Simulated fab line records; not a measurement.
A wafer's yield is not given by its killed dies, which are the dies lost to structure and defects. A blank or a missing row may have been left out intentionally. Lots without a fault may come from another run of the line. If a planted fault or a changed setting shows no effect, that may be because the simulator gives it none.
fab line records ; flow n5-finfet
[record] lots = 3; wafers = 9; last-day = 20
route steps=1938 shown BEOL_M4@1099 BEOL_M5@1112 BEOL_M10@1512 BEOL_M15@1830 PASSIVATION@1936
lots that met no fault: from a run of the same line without faults
start-h: hours from the record's opening day to when the first of the lot's shown wafers began ; wait-h: how many hours have passed since the lot's step before this one ; " same as the row above ; L1.1+2: several wafers, shown together as one row ; - no value, or no start was given ; * or withheld: withheld ; < > ~ a bound
route shown NAME@n: NAME is a module with steps in the file, n the number in the route of the first one ; usual: the fault-free wafers' mean and standard deviation ; same: alike in all rows ; chamber/n: place in a boat ; sites: each site's reading ; _std_site: how widely they spread, as a standard deviation ; _edge_site: mean of outer sites minus mean of inner sites ; radius-mm: for every site, how far away it sits from the centre of the wafer ; mask NAME#n: copy n ; behind: the tool/chamber that last shaped the wafer ; hold: why the lot was held/for how many hours/how that ended ; device: the transistor (n, p or np) that didn't switch ; end of line: tests of these same wafers at the route's end ; a step with no rows: only its recipe ; killed: at the first sort, the dies lost to defects and structure; wafer yield is something else ; map: shows each die of a wafer: x if killed, . if not, _ if none is there
set.NAME: the setting as run; set.NAME@STEP: as run at that earlier step ; model.NAME: the simulator's own value behind a step, which no gauge read
lots seen at some steps along the route; tables by step, rows by wafer
services: when a tool's chamber went out of use (start-h, in hours from the record's first day, below 0 if earlier), for how many hours, and the reason
[[steps]]
[step N5_BEOL_M4_ANNEAL_95]
[recipe] temp-c = 400; time-s = 240; ambient = vacuum
[step N5_BEOL_M4_SPUTTER_96]
[recipe] material = Cu; target-thk-a = 45; temp-c = -20; chamber-pressure-pa = 0.07; power-w = withheld; time-s = 8.29
[step N5_BEOL_M4_ECD_50]
[recipe] material = Cu; target-thk-a = 3000
[step N5_BEOL_M4_ANNEAL_51]
[recipe] temp-c = 225; time-s = 90; ambient = N2
[step N5_BEOL_M4_CMP_52]
[recipe] stop-on = SiOC; t-overpolish-s = 6.8; down-force-psi = 1; platen-rpm = 50; clearing-platen-down-force-psi = 1.5; clearing-platen-rpm = 50; post-cmp-clean = cu-alkaline; target-thk-nm = 40; clearing-platen-pad-velocity-m-s = 0.99484; pad-velocity-m-s = 0.99484
[step N5_BEOL_M4_PRE_CLEAN_60]
[recipe] gas = NH3/H2; time-s = 15; temp-c = *; rf-power-w = 300
[step N5_BEOL_M4_CO_CAP_55]
[recipe] material = Co; target-thk-a = 20; temp-c = 200; precursor = CCTBA/H2; pressure-torr = 30; time-s = 102.1
[step N5_BEOL_M4_PRE_CLEAN_56]
[recipe] gas = NH3; time-s = 15; temp-c = withheld; rf-power-w = 300
[step N5_BEOL_M4_DEP_57]
[recipe] material = SiCN; target-thk-a = 80; temp-c = withheld; precursor = 3MS/NH3; pressure-torr = 3; rf-w = 202; time-s = 14
[step N5_BEOL_M4_RC_MEAS_101]
[usual] DIBL_N = 36.6/1.1; DIBL_P = 36.8/1.6; IOFF_N = 0.169/0.024; IOFF_P = 0.206/0.028; ION_N = 679/9.2; ION_P = 462/7; SS_N = 71.6/0.57; SS_P = 73.3/0.57; VT_N = 248.8/2.4; VT_P = -251/3
lot.wafer;tool;chamber;start-h;wait-h;DIBL_N[mV/V];DIBL_P[mV/V];IOFF_N[nA/um];IOFF_P[nA/um];ION_N[uA/um];ION_P[uA/um];SS_N[mV/dec];SS_P[mV/dec];VT_N[mV];VT_P[mV]
L270.2;prober-02;0;229.66;0.2;36.5;37.3;0.178;0.196;666;447;72.1;73.0;247.2;-253
L270.3;prober-02;0;229.66;0.2;38.0;39.8;0.223;0.238;691;457;73.3;74.0;247.8;-250
L270.5;prober-02;0;229.66;0.2;37.0;39.3;0.212;0.231;685;458;73.0;74.4;248.1;-253
L282.2;prober-01;0;299.60;0.2;36.7;35.5;0.159;0.191;670;457;71.9;72.8;248.9;-254
L282.3;prober-01;0;299.60;0.2;36.9;36.1;0.157;0.199;672;451;71.7;73.3;249.5;-251
L282.4;prober-01;0;299.60;0.2;36.4;35.5;0.156;0.193;673;454;70.8;72.6;251.5;-253
L289.3;prober-02;0;349.34;0.3;36.7;38.0;0.161;0.190;692;461;71.1;73.1;252.2;-254
L289.4;prober-02;0;349.34;0.3;35.4;36.6;0.131;0.168;671;458;71.0;72.6;254.1;-255
L289.6;prober-02;0;349.34;0.3;37.7;39.6;0.175;0.218;678;462;72.5;73.6;247.5;-250
[step N5_BEOL_M5_ILD_DEP_00]
[recipe] material = SiCOH_lowk; target-thk-a = 1406.4; temp-c = 300; precursor = DEMS/porogen; pressure-torr = 5; rf-w = 500; time-s = 25.9
[step N5_BEOL_M5_CURE_79]
[recipe] temp-c = 385; time-s = 240; ambient = He/Ar; material = SiCOH_lowk
[step N5_BEOL_M5_PECVD_70]
[recipe] material = SiO2; target-thk-a = 160; temp-c = 400; precursor = TEOS/O2; pressure-torr = 5.5; rf-w = 450; teos-flow-sccm = 53.8; gas = O2; flow-sccm = 3000; time-s = 18
[step N5_BEOL_M5_HM_DEP_02]
[recipe] material = TiN; target-thk-a = 200; temp-c = 25; chamber-pressure-pa = 0.49996
[step N5_BEOL_M5_COAT_59]
[recipe] resist = SOC; temp-c = 250; time-s = 60; spin-rpm = 1500; resist-thk-nm = 60
[step N5_BEOL_M5_COAT_60]
[recipe] resist = SiARC; temp-c = 220; time-s = 60; spin-rpm = 1500; resist-thk-nm = 12
[step N5_BEOL_M5_COAT_71]
[recipe] resist = underlayer; temp-c = 205; time-s = 60; spin-rpm = 1500; resist-thk-nm = 5
[step N5_BEOL_M5_COAT_05]
[recipe] resist = CAR-EUV; spin-rpm = 1500; resist-thk-nm = 30
[step N5_BEOL_M5_EBR_07]
[recipe] solvent = PGMEA; ebr-width-mm = 1.5
[step N5_BEOL_M5_SOFTBAKE_06]
[recipe] temp-c = 110; time-s = 60; resist = CAR-EUV
[step N5_BEOL_M5_EXPOSE_08]
[recipe] mask-id = M5; na = 0.33; source-shape = annular; sigma-inner = 0.4; sigma-outer = 0.8; polarization = unpolarized; target-cd-nm = 28; dose-mj = 35.75
[step N5_BEOL_M5_PEB_09]
[recipe] peb-temp-c = 100; peb-time-s = 60; resist = CAR-EUV
[step N5_BEOL_M5_DEVELOP_10]
[recipe] develop-time-s = 30; developer = TMAH; resist = CAR-EUV; rinse-liquid = surfactant-rinse; dry = air-spin; dev-temp-c = 23
[step N5_BEOL_M5_DESCUM_16]
[recipe] chemistry = O2; time-s = 7; source-power-w = 50; bias-power-w = 20; pressure-mtorr = 20; rf-frequency-hz = 2.712e+07; temp-c = 40; resist = CAR-EUV; o2-flow-sccm = 225
[step N5_BEOL_M5_ETCH_72]
[recipe] chemistry = N2/H2; target = underlayer; target-depth-a = 65; mask-material = CAR-EUV; time-s = 5.2; ion-energy-ev = 200; pressure-mtorr = 30; source-w = 840; bias-w = 150; n2-flow-sccm = 200; h2-flow-sccm = 200; ends = cleared
[step N5_BEOL_M5_ETCH_61]
[recipe] chemistry = CF4; target = SiARC; target-depth-a = 156; mask-material = CAR-EUV; time-s = 26; ion-energy-ev = 80; pressure-mtorr = 40; source-w = 545; bias-w = 36; Ar_flow_sccm = 100; cf4-flow-sccm = 100; ends = cleared
[step N5_BEOL_M5_ETCH_62]
[recipe] chemistry = N2/H2; target = SOC; target-depth-a = 750; overetch-a = 150; mask-material = SiARC; temp-c = 40; time-s = 112.5; ion-energy-ev = 200; pressure-mtorr = 30; source-w = 840; bias-w = 150; n2-flow-sccm = 200; h2-flow-sccm = 200
[step N5_BEOL_M5_STRIP_63]
[recipe] chemistry = N2/H2; temp-c = 40; n2-flow-sccm = 200; h2-flow-sccm = 200; rf-frequency-hz = 6e+07
[step N5_BEOL_M5_STRIP_73]
[recipe] chemistry = N2/H2; temp-c = 40; n2-flow-sccm = 200; h2-flow-sccm = 200; rf-frequency-hz = 6e+07
[step N5_BEOL_M5_STRIP_64]
[recipe] chemistry = CF4; resist = SiARC; power-w = 300; bias-power-w = 75; pressure-mtorr = 50; cf4-flow-sccm = 150; rf-frequency-hz = 6e+07
[step N5_BEOL_M5_HM_OPEN_17]
[recipe] chemistry = Cl2/BCl3; target-depth-a = 200; overetch-a = 60; target = TiN; mask-material = SOC; ion-energy-ev = 150; pressure-mtorr = 10; icp-w = 1000; bias-w = 126; Cl2_flow_sccm = 53.25; bcl3-flow-sccm = 21.75; Ar_flow_sccm = 25
[step N5_BEOL_M5_STRIP_19]
[recipe] chemistry = O2; power-w = 400; temp-c = 40; pressure-mtorr = 30; rf-frequency-hz = 6e+07; bias-power-w = 0; overash-fraction = 0.2; o2-flow-sccm = 225
[step N5_BEOL_M5_COAT_65]
[recipe] resist = SOC; temp-c = 250; time-s = 60; spin-rpm = 1500; resist-thk-nm = 60
[step N5_BEOL_M5_COAT_66]
[recipe] resist = SiARC; temp-c = 220; time-s = 60; spin-rpm = 1500; resist-thk-nm = 12
[step N5_BEOL_M10_TRENCH_ETCH_37]
[recipe] chemistry = C4F6/O2; target-depth-a = 1488.3; target = SiCOH_lowk; time-s = 48; ion-energy-ev = 250; pressure-mtorr = 30; source-w = 345; bias-w = 185; Ar_flow_sccm = 300; C4F6_flow_sccm = 10; O2_flow_sccm = 10
[usual] drypump-motor-current-A = 5.6/0.49; oes-product-au = 0.82/0.059; rf-vpp-V = 668/7.4; showerhead-plenum-p-Torr = 2.90/0.1; throttle-valve-pct = 20.89/0.16
[same] time-s = 48
lot.wafer;tool;chamber;start-h;wait-h;drypump-motor-current-A;oes-product-au;rf-hours-counter-h;rf-vpp-V;showerhead-plenum-p-Torr;throttle-valve-pct;model.etch.depth-nm;model.BEOL_M10.feature-depth-nm;model.TiN_of_BEOL_M10_HM_DEP_02.thk-nm
L270.2;rie-diel-04;0;282.34;-;5.3;0.84;76;681;2.77;20.86;149;149;15.6
L270.3;rie-diel-04;1;282.34;-;5.0;0.82;60;668;2.99;20.57;147.8;147.8;15.8
L270.5;rie-diel-04;0;282.34;-;5.4;0.83;-;682;2.77;20.88;149;149;15.8
L282.2;rie-diel-04;1;356.99;-;5.1;0.61;77;668;2.98;20.52;87.53;87.6;18
L282.3;rie-diel-04;3;356.99;-;6.1;0.87;60;668;3.01;21.03;151;151;16.2
L282.4;rie-diel-04;0;356.99;-;5.3;0.59;106;679;2.76;20.85;88.26;88.2;17.6
L289.3;rie-diel-01;1;412.06;-;5.1;0.78;117;676;2.98;21.00;148.7;148.8;16
L289.4;rie-diel-01;0;412.06;-;5.8;0.73;172;666;2.83;20.90;147.2;147.2;16
L289.6;rie-diel-01;2;412.06;-;5.3;0.80;-;670;2.99;20.93;147;147;16
[step N5_BEOL_M10_OCD_MEAS_38]
[usual] trench-depth-nm = 149.4/1.9
lot.wafer;tool;chamber;start-h;wait-h;trench-depth-nm
L270.2;ocd-02;-;282.53;-;149.3
L270.3;ocd-02;-;282.53;-;147.6
L270.5;ocd-02;-;282.53;-;148.8
L282.2;ocd-01;-;357.18;-;87.3
L282.3;ocd-01;-;357.18;-;151.7
L282.4;ocd-01;-;357.18;-;88.1
L289.3;ocd-02;-;412.25;-;148.5
L289.4;ocd-02;-;412.25;-;147.6
L289.6;ocd-02;-;412.25;-;147.0
[step N5_BEOL_M10_CMP_52]
[recipe] stop-on = SiCOH_lowk; t-overpolish-s = 7; down-force-psi = 1; platen-rpm = 50; clearing-platen-down-force-psi = 1.5; clearing-platen-rpm = 50; post-cmp-clean = cu-alkaline; target-thk-nm = 140; clearing-platen-pad-velocity-m-s = 0.99484; pad-velocity-m-s = 0.99484
[usual] edge-zone-pressure-frac = 1.001/0.005; head-pressure-psi = 1.0000/0.0021; motor-current-A = 5.8/0.6; retaining-ring-pressure-frac = 1.000/0.0052
lot.wafer;tool;chamber;start-h;wait-h;edge-zone-pressure-frac;head-pressure-psi;motor-current-A;retaining-ring-pressure-frac;model.Cu_of_BEOL_M10_ECD_50.thk-nm
L270.3;cmp-01;1;286.36;0.3;1.003;1.0023;6.1;1.005;139.4
L270.2;cmp-01;2;286.36;0.3;0.996;0.9997;5.0;1.000;141.4
L270.5;cmp-01;0;286.36;0.3;1.001;0.9992;6.0;1.004;140.2
L282.4;cmp-04;2;360.77;0.1;1.005;1.0015;5.5;0.999;79.6
L282.3;cmp-04;3;360.77;0.1;0.998;1.0045;5.8;1.000;141.6
L282.2;cmp-04;1;360.77;0.1;1.006;1.0004;6.5;0.997;77.4
L289.4;cmp-01;0;415.94;0.1;1.008;1.0024;6.0;1.004;139.6
L289.3;cmp-01;1;415.94;0.1;0.997;0.9979;5.7;1.007;140.2
L289.6;cmp-01;1;415.94;0.1;1.005;0.9952;6.4;1.008;138.6
[step N5_BEOL_M10_THK_MEAS_53]
[recipe] thk-meas-gauge = xrf; reads = Cu_of_BEOL_M10_ECD_50
[usual] M10_THK = 142.8/2.3
lot.wafer;tool;chamber;start-h;wait-h;M10_THK[nm]
L270.2;film-metro-01;-;286.58;-;143.9
L270.3;film-metro-01;-;286.58;-;140.7
L270.5;film-metro-01;-;286.58;-;141.6
L282.2;film-metro-01;-;361.06;-;79.2
L282.3;film-metro-01;-;361.06;-;145.8
L282.4;film-metro-01;-;361.06;-;81.6
L289.3;film-metro-01;-;416.23;-;142.8
L289.4;film-metro-01;-;416.23;-;142.5
L289.6;film-metro-01;-;416.23;-;141.1
[step N5_BEOL_M10_RS_MEAS_57]
[recipe] thk-meas-gauge = four-point-probe; reads = Cu_of_BEOL_M10_ECD_50+Co_of_BEOL_M10_CVD_75+TaN_of_BEOL_M10_ALD_74
[usual] M10_RS = 0.1498/0.0024
lot.wafer;tool;chamber;start-h;wait-h;M10_RS[ohm/sq]
L270.2;film-metro-01;-;286.72;0.1;0.1492
L270.3;film-metro-01;-;286.72;0.1;0.1514
L270.5;film-metro-01;-;286.72;0.1;0.1505
L282.2;film-metro-01;-;361.20;0.1;0.2962
L282.3;film-metro-01;-;361.20;0.1;0.1489
L282.4;film-metro-01;-;361.20;0.1;0.2870
L289.3;film-metro-01;-;416.37;0.1;0.1511
L289.4;film-metro-01;-;416.37;0.1;0.1514
L289.6;film-metro-01;-;416.37;0.1;0.1531
[step N5_BEOL_M15_RC_MEAS_101]
[usual] COMB_M11 = 1.48e-11/2.8e-12; COMB_M12 = 6.4e-12/1.3e-12; COMB_M13 = 5.1e-12/9.3e-13; COMB_M14 = 4e-12/6.5e-13; COMB_M14_max_site = 5.7e-12/1.3e-12; COMB_M15 = 2.9e-12/5.8e-13; COMB_M5 = 3.6e-11/8e-12; COMB_M6 = 2.6e-11/5.1e-12; COMB_M7 = 2.5e-11/5.1e-12; COMB_M8 = 2.6e-11/5.4e-12; COMB_M9 = 1.46e-11/2.9e-12; COMB_M9_max_site = 2.1e-11/5.1e-12; SERP_M10 = 3.04/0.068; SERP_M10_max_site = 3.13/0.07; SERP_M11 = 3.06/0.067; SERP_M12 = 0.630/0.013; SERP_M13 = 0.311/0.0051; SERP_M14 = 0.1598/0.003; SERP_M5 = 39.1/1.5; SERP_M6 = 13.6/0.39; SERP_M7 = 13.7/0.49; SERP_M8 = 13.6/0.42; SERP_M9 = 3.08/0.066
lot.wafer;tool;chamber;start-h;wait-h;COMB_M11[S/m];COMB_M12[S/m];COMB_M13[S/m];COMB_M14[S/m];COMB_M14_max_site[S/m];COMB_M15[S/m];COMB_M5[S/m];COMB_M6[S/m];COMB_M7[S/m];COMB_M8[S/m];COMB_M9[S/m];COMB_M9_max_site[S/m];SERP_M10[ohm/um];SERP_M10_max_site[ohm/um];SERP_M11[ohm/um];SERP_M12[ohm/um];SERP_M13[ohm/um];SERP_M14[ohm/um];SERP_M5[ohm/um];SERP_M6[ohm/um];SERP_M7[ohm/um];SERP_M8[ohm/um];SERP_M9[ohm/um]
L270.2;prober-01;0;324.69;0.2;1.27e-11;9.3e-12;6.4e-12;3.7e-12;5.3e-12;3.2e-12;2.2e-11;2.6e-11;2e-11;3.2e-11;1.52e-11;2.1e-11;3.04;3.17;3.04;0.650;0.311;0.1600;39.8;13.6;14.1;13.8;3.08
L270.3;prober-01;0;324.69;0.2;2.81e-11;5.5e-12;4.3e-12;4.2e-12;5.3e-12;4.8e-12;3.3e-11;2.9e-11;1.9e-11;3.9e-11;1.24e-11;1.8e-11;3.11;3.19;3.17;0.638;0.315;0.1569;40.8;12.6;13.9;13.4;3.05
L270.5;prober-01;0;324.69;0.2;1.75e-11;6.7e-12;5.6e-12;3.7e-12;4.9e-12;3.7e-12;4.9e-11;2.5e-11;2.4e-11;2.4e-11;1.45e-11;1.8e-11;3.04;3.13;3.16;0.645;0.316;0.1624;38.8;13.6;14.3;13.5;3.04
L282.2;prober-02;0;395.87;0.2;1.22e-11;5.4e-12;4.7e-12;3.9e-12;5.1e-12;2.2e-12;3.7e-11;2.9e-11;2.9e-11;2.5e-11;1.51e-11;1.8e-11;6.05;6.11;3.12;0.625;0.311;0.1631;37.3;13.9;14.3;14.1;3.12
L282.3;prober-02;0;395.87;0.2;1.47e-11;7.9e-12;5.5e-12;4.5e-12;6.6e-12;3.2e-12;4.5e-11;2.5e-11;1.8e-11;2.6e-11;1.95e-11;3.1e-11;2.99;3.06;2.97;0.633;0.304;0.1585;39.2;13.9;14.2;14.0;3.03
L282.4;prober-02;0;395.87;0.2;1.42e-11;5.3e-12;5.6e-12;6e-12;6.9e-12;2.4e-12;4.7e-11;3.1e-11;2.1e-11;2.6e-11;1.23e-11;1.6e-11;5.78;6.00;2.94;0.637;0.308;0.1583;39.9;13.9;14.3;13.6;3.11
L289.3;prober-01;0;451.92;0.3;1.43e-11;6e-12;4.8e-12;4.2e-12;4.8e-12;3.2e-12;3.2e-11;3.5e-11;2.8e-11;2.1e-11;1.75e-11;2.6e-11;3.14;3.23;3.09;0.633;0.312;0.1637;41.3;13.2;13.6;13.5;3.15
L289.4;prober-01;0;451.92;0.3;1.26e-11;5.9e-12;5.7e-12;5e-12;6.3e-12;3.2e-12;2.5e-11;2.5e-11;1.8e-11;2.4e-11;1.8e-11;2.6e-11;3.11;3.26;3.02;0.649;0.316;0.1638;41.9;13.3;13.3;14.1;3.10
L289.6;prober-01;0;451.92;0.3;1.78e-11;6.2e-12;4.8e-12;4e-12;5e-12;3.4e-12;4.1e-11;2.2e-11;2e-11;2.5e-11;1.32e-11;2e-11;3.16;3.21;3.01;0.650;0.313;0.1595;41.4;13.3;13.0;14.4;3.16
// sites SERP_M10 radius-mm=0,75,75,75,75,140,140,140,140
L270.2 2.93 3.04 2.98 3.03 2.99 3.13 3.17 3.12 3.16
L282.2 5.83 5.97 6.06 6.06 5.88 6.05 6.11 6.10 6.03
L289.3 3.23 3.14 3.18 3.15 3.21 2.92 3.03 3.04 2.98
[step N5_PASSIVATION_PROBE_49]
[usual] defect-limited-yield = 91.1/1.5; killed_at_M0_to_M3 = 36/11; killed_at_M4_up = 14/5.6; killed-at-contacts = 11/5.6; killed-at-front-end = 40/12; killed-at-other = 4/3.2; killed-dies = 105/17; killed-open = 69/12; killed-short = 34/8.4; sort_bin_5_function = 5.2/0.95; sort_bin_6_memory = 3.3/0.63; sort_bin_8_speed = 0.00/0.007; sort-n-pass = 1075/17
[same] gross-dies = 1180; killed-at-back-side = 0; sort_bin_4_leakage[%] = 0
lot.wafer;tool;chamber;start-h;wait-h;defect-limited-yield[%];killed_at_M0_to_M3;killed_at_M4_up;killed-at-contacts;killed-at-front-end;killed-at-other;killed-dies;killed-open;killed-short;sort_bin_5_function[%];sort_bin_6_memory[%];sort_bin_8_speed[%];sort-n-pass
L282.2;prober-02;-;409.90;0.1;84.7;39;78;8;51;4;180;92;28;6.7;3.1;5.08;1000
L282.3;prober-02;-;409.95;0.1;90.3;33;23;12;43;3;114;77;37;6.4;3.1;0;1066
L282.4;prober-02;-;410.00;0.2;86.9;26;71;16;37;4;154;76;25;5.3;3.0;4.49;1026
L289.3;prober-01;-;468.58;0.1;91.5;40;18;9;31;2;100;75;21;5.2;3.1;0;1080
L289.4;prober-01;-;468.63;0.2;90.5;64;15;4;25;4;112;68;42;5.2;3.9;0;1068
L289.6;prober-01;-;468.73;0.3;87.0;71;16;16;41;9;153;108;45;8.1;4.4;0;1027
// killed by level:class
L282.2 BEOL_M10:area-ecd=60 STI_FIN_REVEAL:geometric-particle:open=23 BEOL_M3:geometric-particle:open=17 FIN_SAQP:geometric-particle:short=8 FIN_SAQP:geometric-particle:open=7 MOL_CONTACT_COAG:geometric-particle:open=7 BEOL_M4:geometric-particle:open=6 BEOL_M2:geometric-particle:open=5
L282.3 BEOL_M2:geometric-particle:open=12 MOL_CONTACT_COAG:geometric-particle:open=9 BEOL_M4:geometric-particle:open=9 DUMMY_GATE:geometric-particle:open=8 FIN_SAQP:geometric-particle:short=6 GATE_CUT:geometric-particle:open=6 GATE_CUT:geometric-particle:short=6 BEOL_M0_SAQP:geometric-particle:open=6
L282.4 BEOL_M10:area-ecd=53 MOL_CONTACT_COAG:geometric-particle:open=15 STI_FIN_REVEAL:geometric-particle:open=13 BEOL_M2:geometric-particle:open=9 BEOL_M4:geometric-particle:open=9 GATE_CUT:geometric-particle:open=8 BEOL_M0_SAQP:geometric-particle:open=5 GATE_CUT:geometric-particle:short=4
L289.3 BEOL_M0_SAQP:geometric-particle:open=11 FIN_SAQP:geometric-particle:open=8 MOL_CONTACT_COAG:geometric-particle:open=8 BEOL_M2:geometric-particle:open=8 BEOL_M4:geometric-particle:open=7 BEOL_M0_SAQP:geometric-particle:short=5 BEOL_M3:geometric-particle:open=5 BEOL_M8:geometric-particle:open=5
L289.4 BEOL_M0_SAQP:geometric-particle:short=15 BEOL_M2:geometric-particle:open=12 BEOL_M0_SAQP:geometric-particle:open=9 BEOL_M3:geometric-particle:open=8 STI_FIN_REVEAL:geometric-particle:open=5 BEOL_M1:geometric-particle:open=5 BEOL_M4:geometric-particle:open=5 FIN_SAQP:geometric-particle:open=4
L289.6 BEOL_M2:geometric-particle:open=15 MOL_CONTACT_COAG:geometric-particle:open=14 BEOL_M3:geometric-particle:open=14 BEOL_M0_SAQP:geometric-particle:short=12 BEOL_M0_SAQP:geometric-particle:open=11 FIN_SAQP:geometric-particle:open=9 BEOL_M1:geometric-particle:open=9 FIN_SAQP:geometric-particle:short=6
// map L282.2 (x killed, . not)
_________________...xxx...x..________________
______________..x.x............._____________
___________........x...x.x..x......__________
__________.........x...x........x.x._________
________x.....x....xx..x.....x.xx....._______
_______...........x...x....x......x....______
______..x...............x.......x......x_____
_____...........x....x.....x....x....x..x____
____..x.....xx.....x....x.x.xx....xx...x..___
___.......x.xx...x.........x..x..x........x__
___.........x........x.....x....x....xx.xxx__
__x............x...............x............_
__...x.................x....x........x...x.x_
_.................x..................x.......
_.........x.....x..x...........x.xx......xx..
_.......x.xx........................x........
_.x.......x..x.......x.....x.x..x.x..........
_.............xx........x..x...........x....x
_...x.x..x.x..x...x....x..xx....x...xx.......
_.x.xx............x..xx..........x.....x....x
_.........x.......................x..........
__..........x..............xx...x.....x....._
__.......x..........x...x...............x..x_
___..............................x....x....__
___..........x...x....x..x...x.xx.......x..__
____....x....x.........x.................x___
_____..x..x.x......x....x...x............____
______..xx.x................x........xxx_____
_______....x..x.......xx............x..______
________..................xx.........._______
__________......x...x.........xx...._________
___________..................x....x__________
______________....xx....x......._____________
_________________..x.xx......________________
// map L270.3 (x killed, . not)
_________________x...........________________
______________..x...........x..._____________
___________........................__________
__________.........................._________
________....x.....................x..._______
_______...xx....x..............xx.....x______
______..............x..x...........x.x.._____
_____..........x......x...x.x....x.......____
____..................................x...___
___x..........x......xx...........x........__
___.................................x.....x__
__...........x..x...x......................._
__.................x........................_
_.x............x.........................x...
_...x...........xx......x...............x....
_x....x..............x.......................
_.................x..........................
_.x...xx............x........................
_x.........................................x.
_....................xxx........x............
_....................x........x..............
__...................................x......_
__.............x......x.x.....x...x........._
___............x.....x.......x.............__
___....x................x..................__
____...x...................x.x.....x......___
_____............x.......xx....x.....x...____
______.................x................_____
_______.........x................x.....______
________xx......xx....xx..........xx.._______
__________...........x.............._________
___________x.......x...............__________
______________..x...x........x.._____________
_________________........x...________________
[[services]]
tool;chamber;start-h;hours;kind
cmp-04;-;264.04;5.4;repair
rie-diel-01;0;264.71;3.7;repair
cmp-01;-;265.45;0.5;repair
rie-diel-04;1;294.03;23.1;repair
cmp-04;-;316.71;4.0;pm
cmp-04;-;320.71;-;consumable-replace:conditioner
cmp-04;-;320.71;-;consumable-replace:pad
cmp-01;-;369.76;0.3;repair
cmp-01;-;387.43;4.0;pm
cmp-01;-;391.43;-;consumable-replace:conditioner
cmp-01;-;391.43;-;consumable-replace:pad
cmp-04;-;410.95;6.7;pm
[[key]]
[first-sign] step = N5_BEOL_M10_TRENCH_ETCH_37; reading = oes-product-au; direction = down; sigmas = 3.7; usual = 0.82; struck = 0.60
[effect] step = N5_BEOL_M10_OCD_MEAS_38; reading = trench-depth-nm; direction = down; sigmas = 33; usual = 149.4; struck = 87.7
[effect] step = N5_BEOL_M10_THK_MEAS_53; reading = M10_THK; direction = down; sigmas = 27; usual = 142.8; struck = 80.4
[effect] step = N5_BEOL_M10_RS_MEAS_57; reading = M10_RS; direction = up; sigmas = 59; usual = 0.1498; struck = 0.2916
[effect] step = N5_BEOL_M15_RC_MEAS_101; reading = SERP_M10; direction = up; sigmas = 42; usual = 3.04; struck = 5.91
[effect] step = N5_PASSIVATION_PROBE_49; reading = sort_bin_8_speed; direction = up; sigmas = 56; usual = 0.00; struck = 4.79
[model-effect] step = N5_BEOL_M10_TRENCH_ETCH_37; value = etch.depth-nm; without = 147.4; struck = 87.9
[model-effect] step = N5_BEOL_M10_CMP_52; value = Cu_of_BEOL_M10_ECD_50.thk-nm; without = 138; struck = 78.5
[more-kills-born-at] N5_BEOL_M10_ECD_50@ecd-cu-01 = 113
met-at N5_BEOL_M10_TRENCH_ETCH_37
struck-wafers L282.2,L282.4
onset-between 282.34 356.99
[fault] kind = process-parameter-drift; tool = rie-diel-04; chamber = -; onset-h = 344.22; steps = N5_BEOL_M10_TRENCH_ETCH_37; channel = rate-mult; offset = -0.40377; shape = step; end-h = 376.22; scope = struck-wafers-only
